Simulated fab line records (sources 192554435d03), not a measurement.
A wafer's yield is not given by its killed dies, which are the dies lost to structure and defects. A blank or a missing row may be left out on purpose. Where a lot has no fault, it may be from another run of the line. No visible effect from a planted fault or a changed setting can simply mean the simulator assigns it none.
What tool caused it? / flow n5_finfet / 36 wafers from 12 lots sampled at 5 of the route's 1938 steps

## WHAT THE GAUGES READ, wafer by wafer
N5_BEOL_M7_CD_MEAS_18: pitch 80 nm, target cd 40 nm.
lot=L075; measured=day 10 04:06; on=cd_sem-02; cd_nm (nm)=38.9 39.8 39.2
lot=L078; measured=day 11 01:26; on=cd_sem-01; cd_nm (nm)=40.1 41.0 41.0
lot=L079; measured=day 12 01:35; on=cd_sem-03; cd_nm (nm)=39.7 39.2 39.5
lot=L081; measured=day 12 06:10; on=cd_sem-02; cd_nm (nm)=39.9 40.9 40.4
lot=L083; measured=day 13 13:11; on=cd_sem-02; cd_nm (nm)=38.8 39.3 38.8
lot=L085; measured=day 14 04:55; on=cd_sem-01; cd_nm (nm)=39.3 40.8 39.7
lot=L088; measured=day 14 10:41; on=cd_sem-02; cd_nm (nm)=40.5 39.5 40.6
lot=L089; measured=day 14 19:31; on=cd_sem-02; cd_nm (nm)=40.9 40.6 40.7
lot=L092; measured=day 15 01:13; on=cd_sem-01; cd_nm (nm)=40.8 39.5 40.8
lot=L091; measured=day 15 11:43; on=cd_sem-01; cd_nm (nm)=40.5 40.8 40.9
lot=L096; measured=day 15 22:38; on=cd_sem-03; cd_nm (nm)=39.8 41.1 39.3
lot=L097; measured=day 17 03:01; on=cd_sem-01; cd_nm (nm)=40.2 38.2 39.2

## EACH LOT AND THE TOOL THAT RAN IT (in order: tool; ch and the chambers of the sampled wafers; start)
lot=L075; N5_BEOL_M6_STRIP_36=rie_diel-04 ch 1,2, day 9 22:13; N5_BEOL_M6_DEP_56=pecvd-02 ch 1, day 10 00:43; N5_BEOL_M7_HM_DEP_02=pvd_sputter-03, day 10 02:54; N5_BEOL_M7_STRIP_19=rie_diel-02 ch 0,1, day 10 04:02
lot=L078; N5_BEOL_M6_STRIP_36=rie_diel-01 ch 1,2, day 10 18:26; N5_BEOL_M6_DEP_56=pecvd-02 ch 1, day 10 21:52; N5_BEOL_M7_HM_DEP_02=pvd_sputter-02, day 11 00:11; N5_BEOL_M7_STRIP_19=rie_diel-05 ch 1,2,3, day 11 01:22
lot=L079; N5_BEOL_M6_STRIP_36=rie_diel-04 ch 0,2,3, day 11 20:20; N5_BEOL_M6_DEP_56=pecvd-01 ch 0,1,2, day 11 23:42; N5_BEOL_M7_HM_DEP_02=pvd_sputter-02, day 12 00:31; N5_BEOL_M7_STRIP_19=rie_diel-02 ch 0,1,2, day 12 01:31
lot=L081; N5_BEOL_M6_STRIP_36=rie_diel-04 ch 0,1,3, day 12 00:13; N5_BEOL_M6_DEP_56=pecvd-02 ch 0,1,2, day 12 04:16; N5_BEOL_M7_HM_DEP_02=pvd_sputter-02, day 12 05:04; N5_BEOL_M7_STRIP_19=rie_diel-02 ch 0,2,3, day 12 06:06
lot=L083; N5_BEOL_M6_STRIP_36=rie_diel-06 ch 1,2,3, day 13 06:07; N5_BEOL_M6_DEP_56=pecvd-01 ch 0,1,2, day 13 09:50; N5_BEOL_M7_HM_DEP_02=pvd_sputter-01, day 13 12:07; N5_BEOL_M7_STRIP_19=rie_diel-02 ch 1,2, day 13 13:07
lot=L085; N5_BEOL_M6_STRIP_36=rie_diel-06 ch 0,1, day 13 21:58; N5_BEOL_M6_DEP_56=pecvd-02 ch 1,2, day 14 01:42; N5_BEOL_M7_HM_DEP_02=pvd_sputter-03, day 14 03:58; N5_BEOL_M7_STRIP_19=rie_diel-03 ch 0,2, day 14 04:50
lot=L088; N5_BEOL_M6_STRIP_36=rie_diel-01 ch 0,2, day 14 04:34; N5_BEOL_M6_DEP_56=pecvd-02 ch 0,1,2, day 14 07:22; N5_BEOL_M7_HM_DEP_02=pvd_sputter-01, day 14 09:32; N5_BEOL_M7_STRIP_19=rie_diel-05 ch 0,1,2, day 14 10:37
lot=L089; N5_BEOL_M6_STRIP_36=rie_diel-06 ch 0,3, day 14 13:51; N5_BEOL_M6_DEP_56=pecvd-04 ch 0,2, day 14 17:46; N5_BEOL_M7_HM_DEP_02=pvd_sputter-02, day 14 18:35; N5_BEOL_M7_STRIP_19=rie_diel-05 ch 0,3, day 14 19:26
lot=L092; N5_BEOL_M6_STRIP_36=rie_diel-04 ch 0,1, day 14 17:29; N5_BEOL_M6_DEP_56=pecvd-01 ch 0,1,2, day 14 21:46; N5_BEOL_M7_HM_DEP_02=pvd_sputter-01, day 14 23:53; N5_BEOL_M7_STRIP_19=rie_diel-03 ch 1,3, day 15 01:08
lot=L091; N5_BEOL_M6_STRIP_36=rie_diel-01 ch 0,1,3, day 15 06:08; N5_BEOL_M6_DEP_56=pecvd-02 ch 0,1, day 15 09:43; N5_BEOL_M7_HM_DEP_02=pvd_sputter-03, day 15 10:37; N5_BEOL_M7_STRIP_19=rie_diel-02 ch 0,2,3, day 15 11:38
lot=L096; N5_BEOL_M6_STRIP_36=rie_diel-06 ch 0,2,3, day 15 14:13; N5_BEOL_M6_DEP_56=pecvd-02 ch 0,2, day 15 17:36; N5_BEOL_M7_HM_DEP_02=pvd_sputter-03, day 15 21:28; N5_BEOL_M7_STRIP_19=rie_diel-03 ch 1,2, day 15 22:34
lot=L097; N5_BEOL_M6_STRIP_36=rie_diel-06 ch 0,2,3, day 16 22:17; N5_BEOL_M6_DEP_56=pecvd-01 ch 0,2, day 17 01:01; N5_BEOL_M7_HM_DEP_02=pvd_sputter-01, day 17 01:56; N5_BEOL_M7_STRIP_19=rie_diel-02 ch 0,1,2, day 17 02:56
- N5_BEOL_M6_STRIP_36: strips in N2/H2.
- N5_BEOL_M6_DEP_56: deposits SiCN from 3MS/NH3, target thk 10 nm, time 17.5 s.
- N5_BEOL_M7_HM_DEP_02: deposits TiN, target thk 20 nm.
- N5_BEOL_M7_STRIP_19: strips in O2.

## THE ANSWER, worked out from the rows above alone
Rule: the usual values come from the lots themselves. Put in order of their means at a reading, lots are off if they are a third of the lots or fewer, leave a main group of 4 or more, and stand apart from it by a gap of 3 or more times the standard deviation of the main group's means; of several such gaps the widest counts. The tables above print the reading to a certain number of digits; a main group whose means all agree to those digits is not used. Also off: a lot with no number at a reading for which 4 or more lots have one. Where the step has rows for the other lots, those lots are counted as sound.
No lot is off at any reading shown: from this, nothing can be told.

## WHAT THE SIMULATOR HAD PUT IN
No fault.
